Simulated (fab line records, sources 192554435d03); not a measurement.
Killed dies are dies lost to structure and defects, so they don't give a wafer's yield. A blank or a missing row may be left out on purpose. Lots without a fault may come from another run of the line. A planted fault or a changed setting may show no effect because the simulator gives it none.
Chamber matching | flow n5_finfet | N5_GATE_CUT_CMP_61 on cmp-01: 4 sister chambers
The step polishes, stops on SiNx, t overpolish 3 s. 20 wafers are shown with their chamber, then 10 later ones without.

WAFERS WITH THEIR CHAMBER
wafer  | chamber | motor_current_A (A) | slurry_flow_ml_min
L075.1 | 1       | 10.3                | 149.5
L075.3 | 0       | 12.4                | 149.8
L075.6 | 2       | 10.2                | 150.0
L077.1 | 2       | 10.4                | 150.0
L077.3 | 0       | 13.1                | 149.3
L077.6 | 2       | 10.3                | 150.4
L078.1 | 3       | 11.2                | 150.0
L078.4 | 0       | 13.1                | 150.9
L078.5 | 3       | 10.6                | 149.9
L079.1 | 2       | 10.2                | 149.6
L079.4 | 0       | 12.7                | 150.2
L079.6 | 0       | 12.4                | 150.0
L080.1 | 0       | 12.4                | 150.3
L080.3 | 3       | 11.7                | 150.6
L080.5 | 2       | 10.1                | 149.2
L081.1 | 3       | 10.9                | 150.3
L081.2 | 0       | 12.8                | 150.7
L081.5 | 3       | 11.2                | 149.4
L082.1 | 3       | 11.7                | 150.0
L082.5 | 2       | 9.8                 | 149.8

SIGNATURES (means of the wafers above)
reading            | chamber 0 | chamber 1 | chamber 2 | chamber 3 | scatter within a chamber
motor_current_A    | 12.700    | 10.300    | 10.167    | 11.217    | 0.332
slurry_flow_ml_min | 150.171   | 149.500   | 149.833   | 150.033   | 0.461
Rule: a wafer's distance from a chamber is the root of the sum, over the readings, of the square of ((its reading less the chamber's mean) divided by the reading's scatter). The wafer belongs to the nearest chamber; if the next one is less than 2 further off, it can't be placed. The scatter: the root of (the sum of the squares of (reading less its chamber's mean) over the shown wafers, divided by (wafers less chambers)).

WAFERS WITHOUT THEIR CHAMBER
wafer  | motor_current_A (A) | slurry_flow_ml_min
L082.6 | 11.5                | 150.0
L085.2 | 10.5                | 149.7
L085.4 | 10.2                | 150.4
L085.6 | 10.0                | 150.3
L089.2 | 10.1                | 150.7
L089.3 | 11.4                | 149.4
L089.5 | 12.8                | 150.5
L096.3 | 12.5                | 150.2
L096.4 | 10.1                | 149.5
L096.5 | 10.0                | 149.8

WHICH CHAMBER EACH WENT THROUGH
wafer  | from the rows above          | in truth
L082.6 | 3                            | 3
L085.2 | can't be placed: 1 or 2 or 3 | 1
L085.4 | can't be placed: 2 or 1 or 3 | 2
L085.6 | can't be placed: 2 or 1      | 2
L089.2 | can't be placed: 2 or 1 or 3 | 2
L089.3 | can't be placed: 3 or 1      | 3
L089.5 | 0                            | 0
L096.3 | 0                            | 0
L096.4 | can't be placed: 1 or 2      | 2
L096.5 | can't be placed: 2 or 1      | 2
Placed correctly: 3 of 10. Can't be placed from these rows: 7 (the true chamber is among the candidates in 7). Placed wrongly: 0.
